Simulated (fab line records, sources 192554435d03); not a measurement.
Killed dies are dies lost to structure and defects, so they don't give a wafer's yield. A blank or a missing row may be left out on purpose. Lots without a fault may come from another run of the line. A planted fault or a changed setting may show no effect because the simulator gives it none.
fab line records | flow n5_finfet | part 1 of 2: steps 1 to 21 of 27
record lots=5 wafers=15 last_day=16
route steps=1938 shown MIM_BOT_LITHO@1864 MIM_BOT_ETCH@1866 PASS1_CAP@1873 TV_LITHO@1875 TV_OPEN@1887
lots that met no fault: from a run of the same line without faults
start_h: hours from the record's first day to the start of the lot's first wafer shown | wait_h: hours since the lot's step before | " the same as in the row above | L1.1+2: a row that stands for several wafers | - no value, or no start given | * or withheld: withheld | < > ~ a bound
route shown NAME@n: a module of which the file shows steps, and the number in the route of the first | usual: mean/standard deviation of fault-free wafers | same: alike in all rows | chamber/n: place in a boat | sites: the reading at each site | _std_site: their standard deviation | _edge_site: outer sites' mean less inner sites' | radius_mm: how far each site lies from the wafer's centre | mask NAME#n: copy n | behind: the tool/chamber that last shaped the wafer | hold: why the lot was held/for how many hours/how that ended | device: the transistor (n, p or np) that didn't switch | end of line: the same wafers' tests at the end of the route | a step without rows: its recipe alone | killed: dies lost to structure and defects at the first sort, not the wafer's yield | map: a wafer's dies, x killed, . not, _ none there
set.NAME: the setting as run; set.NAME@STEP: as run at that earlier step | model.NAME: the simulator's own value behind a step, which no gauge read
lots at some steps of the route; a table a step, a row a wafer
services: from which hour (start_h, from the record's first day; less than 0 if before it) a tool's chamber was out of use, for how many hours, and why
## steps
# step N5_MIM_BOT_LITHO_INSPECT_12
# recipe mode=adi inspect_instrument=macro
# usual raw_defect_count=2.3/1.6
# columns lot.wafer tool chamber start_h wait_h raw_defect_count
L074.1 defect_inspect-02 - 269.43 0.0 2
L074.2 " - " " 1
L074.5 " - " " 0
L083.2 defect_inspect-02 - 329.87 0.0 0
L083.3 " - " " 2
L083.5 " - " " 1
L086.1 defect_inspect-01 - 352.74 0.0 2
L086.5 " - " " 2
L086.6 " - " " 2
L089.2 defect_inspect-02 - 365.23 0.0 3
L089.3 " - " " 0
L089.4 " - " " 5
L092.4 defect_inspect-02 - 378.32 0.0 4
L092.5 " - " " 4
L092.6 " - " " 4
# step N5_MIM_BOT_LITHO_DESCUM_10
# recipe chemistry=O2 time_s=7.9 source_power_w=50 bias_power_w=20 pressure_mtorr=20 rf_frequency_hz=2.712e+07 temp_c=40 o2_flow_sccm=225
# usual drypump_motor_current_A=5.9/0.42 oes_product_au=0.80/0.089 rf_vpp_V=243.3/1.3 showerhead_plenum_p_Torr=2.10/0.076 throttle_valve_pct=20.50/0.3
# columns lot.wafer tool chamber start_h wait_h drypump_motor_current_A oes_product_au rf_hours_counter_h rf_vpp_V showerhead_plenum_p_Torr throttle_valve_pct
L074.1 rie_diel-01 0 269.46 0.0 6.3 0.93 20 245.2 2.24 20.61
L074.2 " 3 " " 5.8 0.72 205 241.6 2.06 20.49
L074.5 " 3 " " 5.7 0.72 - 243.3 2.06 20.49
L083.2 rie_diel-02 3 329.90 0.0 5.9 0.85 70 243.9 2.05 20.56
L083.3 " 2 " " 5.7 0.76 149 244.3 2.10 20.59
L083.5 " 2 " " 5.8 0.76 - 243.9 2.10 20.57
L086.1 rie_diel-01 1 352.77 0.0 6.6 0.83 58 243.1 2.15 20.05
L086.5 " 3 " " 5.7 0.70 - 244.2 2.05 20.55
L086.6 " 1 " " 6.6 0.83 - 243.6 2.15 20.03
L089.2 rie_diel-02 2 365.35 0.1 5.7 0.75 164 242.9 2.10 20.58
L089.3 " 0 " " 5.3 1.03 1 242.2 2.06 20.42
L089.4 " 3 " " 5.9 0.84 - 241.8 2.04 20.58
L092.4 rie_diel-01 0 378.38 0.1 6.2 0.85 - 244.4 2.22 20.71
L092.5 " 1 " " 6.5 0.81 - 242.7 2.14 20.06
L092.6 " 3 " " 5.7 0.70 - 245.7 2.05 20.56
# step N5_MIM_BOT_ETCH_ETCH_04
# recipe chemistry=CF4/O2 target=SiNx target_depth_a=260 time_s=13 ion_energy_ev=100 pressure_mtorr=40 source_w=535 bias_w=49 Ar_flow_sccm=100 cf4_flow_sccm=100 O2_flow_sccm=10
# usual drypump_motor_current_A=5.9/0.42 oes_product_au=0.80/0.097 rf_vpp_V=241/7.2 showerhead_plenum_p_Torr=2.20/0.072 throttle_valve_pct=16.02/0.28
# columns lot.wafer tool chamber start_h wait_h drypump_motor_current_A oes_product_au rf_hours_counter_h rf_vpp_V showerhead_plenum_p_Torr throttle_valve_pct
L074.1 rie_diel-01 0 269.53 0.0 6.2 0.95 20 230 2.35 16.05
L074.2 " 3 " " 5.8 0.73 205 240 2.17 16.03
L074.5 " 3 " " 5.7 0.73 - 240 2.17 16.03
L083.2 rie_diel-02 3 329.97 0.0 5.9 0.85 70 237 2.15 16.05
L083.3 " 2 " " 5.7 0.73 149 250 2.22 16.19
L083.5 " 2 " " 5.8 0.73 - 251 2.22 16.19
L086.1 rie_diel-01 1 352.84 0.0 6.5 0.84 58 238 2.23 15.48
L086.5 " 3 " " 5.8 0.72 - 238 2.16 16.10
L086.6 " 1 " " 6.5 0.83 - 240 2.23 15.48
L089.2 rie_diel-02 2 365.42 0.0 5.7 0.72 164 249 2.22 16.21
L089.3 " 0 " " 5.3 1.00 1 226 2.18 15.96
L089.4 " 3 " " 5.9 0.83 - 236 2.14 16.08
L092.4 rie_diel-01 0 378.45 0.0 6.3 0.87 - 227 2.33 16.16
L092.5 " 1 " " 6.5 0.81 - 239 2.22 15.48
L092.6 " 3 " " 5.8 0.70 - 239 2.16 16.11
# step N5_MIM_BOT_ETCH_ETCH_03
# recipe chemistry=Cl2/BCl3 target_depth_a=120 pressure_mtorr=8 icp_w=800 bias_w=100 Cl2_flow_sccm=20 bcl3_flow_sccm=80
# usual drypump_motor_current_A=5.7/0.54 mfc_cl2_sccm=20.00/0.059 oes_product_au=0.81/0.1 throttle_valve_pct=27.5/0.39
# columns lot.wafer tool chamber start_h wait_h drypump_motor_current_A mfc_cl2_sccm oes_product_au rf_hours_counter_h throttle_valve_pct
L074.1 rie_metal-03 1 269.85 0.3 5.4 20.05 0.91 9 27.2
L074.2 " 0 " " 5.7 19.98 0.92 5 28.1
L074.5 " 0 " " 5.7 20.00 0.91 - 28.1
L083.2 rie_metal-02 0 330.06 0.1 6.0 20.05 0.86 12 27.7
L083.3 " 1 " " 6.6 20.00 0.65 - 27.2
L083.5 " 0 " " 6.0 20.06 0.86 - 27.7
L086.1 rie_metal-01 1 352.93 0.1 4.7 19.97 0.85 24 27.4
L086.5 " 1 " " 4.7 19.97 0.84 - 27.4
L086.6 " 0 " " 6.1 19.99 0.67 - 27.1
L089.2 rie_metal-02 1 365.51 0.1 6.6 19.96 0.64 94 27.2
L089.3 " 1 " " 6.6 19.97 0.64 - 27.3
L089.4 " 0 " " 6.0 19.86 0.84 - 27.7
L092.4 rie_metal-02 1 378.54 0.1 6.6 20.00 0.64 - 27.2
L092.5 " 1 " " 6.5 20.02 0.64 - 27.2
L092.6 " 0 " " 6.0 20.04 0.84 - 27.7
# step N5_MIM_BOT_ETCH_ETCH_00
# recipe chemistry=Cl2/BCl3 target=TiN target_depth_a=455 ion_energy_ev=150 pressure_mtorr=10 icp_w=1000 bias_w=126 Cl2_flow_sccm=53.25 bcl3_flow_sccm=21.75 Ar_flow_sccm=25
# usual drypump_motor_current_A=5.7/0.54 mfc_cl2_sccm=53.27/0.17 oes_product_au=0.81/0.1 throttle_valve_pct=21.89/0.21
# columns lot.wafer tool chamber start_h wait_h drypump_motor_current_A mfc_cl2_sccm oes_product_au rf_hours_counter_h throttle_valve_pct
L074.1 rie_metal-03 1 269.94 0.1 5.4 53.31 0.90 9 21.75
L074.2 " 0 " " 5.8 53.53 0.93 5 22.22
L074.5 " 0 " " 5.8 53.57 0.92 - 22.22
L083.2 rie_metal-02 0 330.15 0.1 6.0 53.25 0.86 12 21.95
L083.3 " 1 " " 6.5 53.04 0.64 - 21.75
L083.5 " 0 " " 6.0 53.24 0.85 - 21.95
L086.1 rie_metal-01 1 353.02 0.1 4.8 53.32 0.85 24 21.75
L086.5 " 1 " " 4.8 53.07 0.86 - 21.76
L086.6 " 0 " " 6.0 53.33 0.67 - 21.73
L089.2 rie_metal-02 1 365.60 0.1 6.6 52.99 0.63 94 21.78
L089.3 " 1 " " 6.6 53.34 0.63 - 21.77
L089.4 " 0 " " 6.0 53.56 0.84 - 21.96
L092.4 rie_metal-02 1 378.64 0.1 6.5 53.64 0.64 - 21.77
L092.5 " 1 " " 6.6 53.32 0.64 - 21.77
L092.6 " 0 " " 6.0 53.30 0.83 - 21.95
# step N5_MIM_BOT_ETCH_STRIP_01
# recipe chemistry=O2 power_w=600 temp_c=60 pressure_mtorr=30 rf_frequency_hz=6e+07 bias_power_w=0 overash_fraction=0.5 o2_flow_sccm=225
# usual drypump_motor_current_A=5.9/0.44 oes_product_au=0.80/0.095 rf_vpp_V=3.6/1.3 showerhead_plenum_p_Torr=2.11/0.075 throttle_valve_pct=16.8/0.3
# columns lot.wafer tool chamber start_h wait_h drypump_motor_current_A oes_product_au rf_hours_counter_h rf_vpp_V showerhead_plenum_p_Torr throttle_valve_pct
L074.1 rie_diel-01 3 270.10 0.1 5.8 0.71 206 2.7 2.07 16.8
L074.2 " 2 " " 5.7 0.71 214 1.4 2.19 17.3
L074.5 " 3 " " 5.7 0.71 - 2.6 2.07 16.7
L083.2 rie_diel-02 1 330.29 0.1 5.8 0.70 204 3.7 1.98 16.7
L083.3 " 3 " " 5.9 0.84 70 2.7 2.05 16.8
L083.5 " 1 " " 5.9 0.71 - 3.8 1.98 16.7
L086.1 rie_diel-02 1 353.16 0.1 5.8 0.69 215 7.3 1.98 16.8
L086.5 " 2 " " 5.8 0.77 - 6.1 2.10 16.9
L086.6 " 1 " " 5.9 0.69 - 3.5 1.98 16.8
L089.2 rie_diel-02 3 365.75 0.1 5.9 0.82 85 4.5 2.05 16.8
L089.3 " 0 " " 5.3 1.00 1 4.7 2.07 16.6
L089.4 " 0 " " 5.3 1.00 - 2.1 2.07 16.6
L092.4 rie_diel-01 1 378.78 0.1 6.5 0.80 - 4.3 2.15 16.3
L092.5 " 3 " " 5.7 0.70 - 7.6 2.05 16.8
L092.6 " 0 " " 6.2 0.87 - 3.1 2.22 16.9
# step N5_MIM_BOT_ETCH_STRIP_02
# recipe chemistry=post_etch_residue_remover time_s=1200 temp_c=72.5
# columns lot.wafer tool chamber start_h wait_h
L074.1+2+5 wet_bench-04 2,3,6 270.17 -
L083.2+3+5 wet_bench-02 6,3,5 330.35 -
L086.1+5+6 wet_bench-02 1,2,5 353.22 -
L089.2+3+4 wet_bench-03 0,5,6 365.81 -
L092.4+5+6 wet_bench-04 2,0,6 378.84 -
# step N5_MIM_BOT_ETCH_CLEAN_05
# recipe chemistry=IPA time_s=180 temp_c=25
# columns lot.wafer tool chamber start_h wait_h
L074.1+2+5 wet_bench-04 2,3,6 270.50 0.0
L083.2+3+5 wet_bench-02 6,3,5 330.69 0.0
L086.1+5+6 wet_bench-02 1,2,5 353.56 0.0
L089.2+3+4 wet_bench-03 0,5,6 366.15 0.0
L092.4+5+6 wet_bench-04 2,0,6 379.17 0.0
# step N5_MIM_BOT_ETCH_SRD_06
# recipe dry=ipa_marangoni time_s=30 temp_c=23 rinse_liquid=diw
# columns lot.wafer tool chamber start_h wait_h
L074.1+2+5 wet_bench-04 2,3,6 270.56 0.0
L083.2+3+5 wet_bench-02 6,3,5 330.74 0.0
L086.1+5+6 wet_bench-02 1,2,5 353.61 0.0
L089.2+3+4 wet_bench-03 0,5,6 366.20 0.0
L092.4+5+6 wet_bench-04 2,0,6 379.23 0.0
# step N5_PASSIVATION_PECVD_55
# recipe material=SiO2 target_thk_a=4000 temp_c=400 precursor=SiH4/N2O pressure_torr=2.7 rf_w=608 time_s=22.5
# usual heater_power_w=653/150 showerhead_plenum_p_Torr=8.16/0.097 throttle_valve_pct=51.0/1.8
# columns lot.wafer tool chamber start_h wait_h heater_power_w showerhead_plenum_p_Torr since_wet_clean_h throttle_valve_pct
L074.1 pecvd-01 1 270.60 0.0 484 8.28 2062 51.4
L074.2 " 2 " " 621 8.13 583 53.4
L074.5 " 0 " " 925 8.12 - 51.6
L083.2 pecvd-01 0 330.79 0.0 912 8.10 1397 51.4
L083.3 " 2 " " 511 8.13 643 53.6
L083.5 " 1 " " 460 8.24 - 50.9
L086.1 pecvd-01 2 353.66 0.0 609 8.13 666 53.8
L086.5 " 1 " " 460 8.23 - 51.5
L086.6 " 2 " " 629 8.10 - 53.7
L089.2 pecvd-02 1 366.25 0.0 637 8.22 1795 50.7
L089.3 " 2 " " 806 8.25 316 49.0
L089.4 " 2 " " 827 8.25 - 48.7
L092.4 pecvd-02 1 379.29 0.0 746 8.18 - 50.5
L092.5 " 2 " " 827 8.25 - 48.7
L092.6 " 0 " " 532 8.33 - 47.6
# step N5_PASSIVATION_PECVD_01
# recipe material=SiNx target_thk_a=2000 temp_c=400 precursor=SiH4/NH3/N2 pressure_torr=4.9 rf_w=1406 time_s=43.2
# usual heater_power_w=378/150 showerhead_plenum_p_Torr=8.67/0.067 throttle_valve_pct=28.9/0.97
# columns lot.wafer tool chamber start_h wait_h heater_power_w showerhead_plenum_p_Torr since_wet_clean_h throttle_valve_pct
L074.1 pecvd-01 1 270.64 0.0 209 8.74 2062 29.1
L074.2 " 2 " " 290 8.64 583 30.2
L074.5 " 0 " " 573 8.63 - 29.1
L083.2 pecvd-01 0 330.82 0.0 644 8.63 1397 29.0
L083.3 " 2 " " 340 8.66 643 30.4
L083.5 " 1 " " 201 8.74 - 29.1
L086.1 pecvd-01 2 353.69 0.0 266 8.64 666 30.3
L086.5 " 1 " " 179 8.75 - 28.9
L086.6 " 2 " " 284 8.65 - 30.2
L089.2 pecvd-02 1 366.28 0.0 413 8.70 1795 28.5
L089.3 " 2 " " 432 8.70 316 27.6
L089.4 " 2 " " 429 8.73 - 27.7
L092.4 pecvd-02 1 379.33 0.0 415 8.70 - 28.6
L092.5 " 2 " " 403 8.72 - 27.6
L092.6 " 0 " " 213 8.79 - 26.7
# step N5_PASSIVATION_HMDS_03
# recipe time_s=60 temp_c=120
# usual exhaust_pa=45.1/0.86
# columns lot.wafer tool chamber start_h wait_h exhaust_pa
L074.1 litho_track-02 0 270.81 0.2 44.7
L074.2 " 0 " " 45.2
L074.5 " 0 " " 44.5
L083.2 litho_track-02 0 331.27 0.4 44.0
L083.3 " 0 " " 46.4
L083.5 " 0 " " 46.2
L086.1 litho_track-01 0 353.77 0.1 45.4
L086.5 " 0 " " 43.5
L086.6 " 0 " " 45.3
L089.2 litho_track-02 0 366.36 0.1 45.3
L089.3 " 0 " " 44.4
L089.4 " 0 " " 46.5
L092.4 litho_track-02 0 380.03 0.7 46.2
L092.5 " 0 " " 45.7
L092.6 " 0 " " 46.1
# step N5_PASSIVATION_COAT_04
# recipe spin_rpm=* resist_thk_nm=*
# usual exhaust_pa=44.8/0.87
# columns lot.wafer tool chamber start_h wait_h exhaust_pa
L074.1 litho_track-02 0 - - 44.7
L074.2 " 0 " " 45.3
L074.5 " 0 " " 47.7
L083.2 litho_track-02 0 - - 44.4
L083.3 " 0 " " 46.5
L083.5 " 0 " " 44.8
L086.1 litho_track-01 0 - - 46.4
L086.5 " 0 " " 44.3
L086.6 " 0 " " 45.6
L089.2 litho_track-02 0 - - 44.2
L089.3 " 0 " " 44.7
L089.4 " 0 " " 44.1
L092.4 litho_track-02 0 - - 45.1
L092.5 " 0 " " 44.8
L092.6 " 0 " " 44.2
# step N5_PASSIVATION_EBR_06
# recipe solvent=PGMEA ebr_width_mm=1.5
# usual exhaust_pa=45.2/0.97
# columns lot.wafer tool chamber start_h wait_h exhaust_pa
L074.1 litho_track-02 0 - - 43.7
L074.2 " 0 " " 43.3
L074.5 " 0 " " 42.8
L083.2 litho_track-02 0 - - 43.3
L083.3 " 0 " " 43.8
L083.5 " 0 " " 42.9
L086.1 litho_track-01 0 - - 45.8
L086.5 " 0 " " 46.0
L086.6 " 0 " " 45.7
L089.2 litho_track-02 0 - - 44.8
L089.3 " 0 " " 45.4
L089.4 " 0 " " 45.7
L092.4 litho_track-02 0 - - 45.7
L092.5 " 0 " " 46.4
L092.6 " 0 " " 45.6
# step N5_PASSIVATION_SOFTBAKE_05
# recipe temp_c=100 time_s=90
# usual exhaust_pa=45.0/1
# columns lot.wafer tool chamber start_h wait_h exhaust_pa
L074.1 litho_track-02 0 - - 44.4
L074.2 " 0 " " 44.8
L074.5 " 0 " " 44.9
L083.2 litho_track-02 0 - - 43.4
L083.3 " 0 " " 43.3
L083.5 " 0 " " 45.1
L086.1 litho_track-01 0 - - 46.2
L086.5 " 0 " " 45.7
L086.6 " 0 " " 45.1
L089.2 litho_track-02 0 - - 46.8
L089.3 " 0 " " 44.7
L089.4 " 0 " " 45.6
L092.4 litho_track-02 0 - - 45.7
L092.5 " 0 " " 44.6
L092.6 " 0 " " 44.6
# step N5_PASSIVATION_EXPOSE_07
# recipe mask_id=TV na=0.55 source_shape=conventional sigma_outer=0.8 polarization=unpolarized defocus_nm=0 target_cd_nm=3000 dose_mj=22.75
# usual reticle_temp_C=23.02/0.098
# columns lot.wafer tool chamber start_h wait_h mask reticle_temp_C
L074.1 krf_scanner-01 0 270.95 - TV#0 22.90
L074.2 " 0 " " TV#0 22.86
L074.5 " 0 " " TV#0 22.97
L083.2 krf_scanner-01 0 331.39 - TV#0 22.89
L083.3 " 0 " " TV#0 23.03
L083.5 " 0 " " TV#0 23.03
L086.1 krf_scanner-02 0 354.00 - TV#0 22.95
L086.5 " 0 " " TV#0 22.90
L086.6 " 0 " " TV#0 22.83
L089.2 krf_scanner-02 0 366.51 - TV#0 23.05
L089.3 " 0 " " TV#0 22.96
L089.4 " 0 " " TV#0 22.98
L092.4 krf_scanner-01 0 380.15 - TV#0 23.05
L092.5 " 0 " " TV#0 23.17
L092.6 " 0 " " TV#0 22.95
# step N5_PASSIVATION_PEB_08
# recipe peb_temp_c=withheld peb_time_s=*
# usual exhaust_pa=44.9/0.91
# columns lot.wafer tool chamber start_h wait_h exhaust_pa
L074.1 litho_track-01 0 271.01 0.1 44.4
L074.2 " 0 " " 44.7
L074.5 " 0 " " 45.2
L083.2 litho_track-01 0 331.44 0.0 46.3
L083.3 " 0 " " 45.6
L083.5 " 0 " " 46.5
L086.1 litho_track-01 0 354.06 0.1 43.3
L086.5 " 0 " " 44.6
L086.6 " 0 " " 42.6
L089.2 litho_track-01 0 366.56 0.0 45.6
L089.3 " 0 " " 45.5
L089.4 " 0 " " 44.5
L092.4 litho_track-03 0 380.20 0.0 43.8
L092.5 " 0 " " 45.0
L092.6 " 0 " " 44.0
# step N5_PASSIVATION_DEVELOP_09
# recipe develop_time_s=60 rinse_liquid=diw dry=air_spin dev_temp_c=21
# usual exhaust_pa=45.2/0.88
# columns lot.wafer tool chamber start_h wait_h exhaust_pa
L074.1 litho_track-01 0 - - 45.5
L074.2 " 0 " " 45.3
L074.5 " 0 " " 45.2
L083.2 litho_track-01 0 - - 46.4
L083.3 " 0 " " 46.8
L083.5 " 0 " " 45.7
L086.1 litho_track-01 0 - - 44.3
L086.5 " 0 " " 43.0
L086.6 " 0 " " 43.9
L089.2 litho_track-01 0 - - 47.2
L089.3 " 0 " " 45.7
L089.4 " 0 " " 45.1
L092.4 litho_track-03 0 - - 45.4
L092.5 " 0 " " 46.1
L092.6 " 0 " " 48.0
# step N5_PASSIVATION_HARDBAKE_11
# recipe temp_c=130 time_s=120
# usual exhaust_pa=45.0/0.94
# columns lot.wafer tool chamber start_h wait_h exhaust_pa
L074.1 litho_track-01 0 - - 45.7
L074.2 " 0 " " 44.6
L074.5 " 0 " " 43.7
L083.2 litho_track-01 0 - - 46.4
L083.3 " 0 " " 45.7
L083.5 " 0 " " 45.5
L086.1 litho_track-01 0 - - 44.6
L086.5 " 0 " " 43.9
L086.6 " 0 " " 44.6
L089.2 litho_track-01 0 - - 44.2
L089.3 " 0 " " 43.8
L089.4 " 0 " " 44.2
L092.4 litho_track-03 0 - - 43.6
L092.5 " 0 " " 44.1
L092.6 " 0 " " 44.5
# step N5_PASSIVATION_CD_MEAS_10
# recipe target_cd_nm=3000 landing_energy_ev=500 detector=se_inlens
# usual cd_nm=3001.3/2.8
# columns lot.wafer tool chamber start_h wait_h cd_nm
L074.1 cd_sem-02 0 271.12 - 2998.3
L074.2 " 0 " " 3003.1
L074.5 " 0 " " 3000.8
L083.2 cd_sem-03 0 331.56 - 3002.8
L083.3 " 0 " " 2999.7
L083.5 " 0 " " 2998.0
L086.1 cd_sem-03 0 354.18 - 3001.9
L086.5 " 0 " " 2999.1
L086.6 " 0 " " 3002.3
L089.2 cd_sem-01 0 366.68 - 2999.4
L089.3 " 0 " " 3003.7
L089.4 " 0 " " 3001.5
L092.4 cd_sem-01 0 380.32 - 3002.8
L092.5 " 0 " " 3003.3
L092.6 " 0 " " 3001.6
# step N5_PASSIVATION_OVL_MEAS_60
# recipe points_per_wafer=44
# usual TV_OVL=3/4.8
# columns lot.wafer tool chamber start_h wait_h TV_OVL[nm]
L074.1 overlay-02 0 271.17 0.0 -9
L074.2 " 0 " " 3
L074.5 " 0 " " 0
L083.2 overlay-01 0 331.59 0.0 2
L083.3 " 0 " " 8
L083.5 " 0 " " -1
L086.1 overlay-01 0 354.21 0.0 -2
L086.5 " 0 " " 0
L086.6 " 0 " " 2
L089.2 overlay-01 0 366.71 0.0 2
L089.3 " 0 " " 8
L089.4 " 0 " " 0
L092.4 overlay-01 0 380.35 0.0 8
L092.5 " 0 " " 0
L092.6 " 0 " " 9
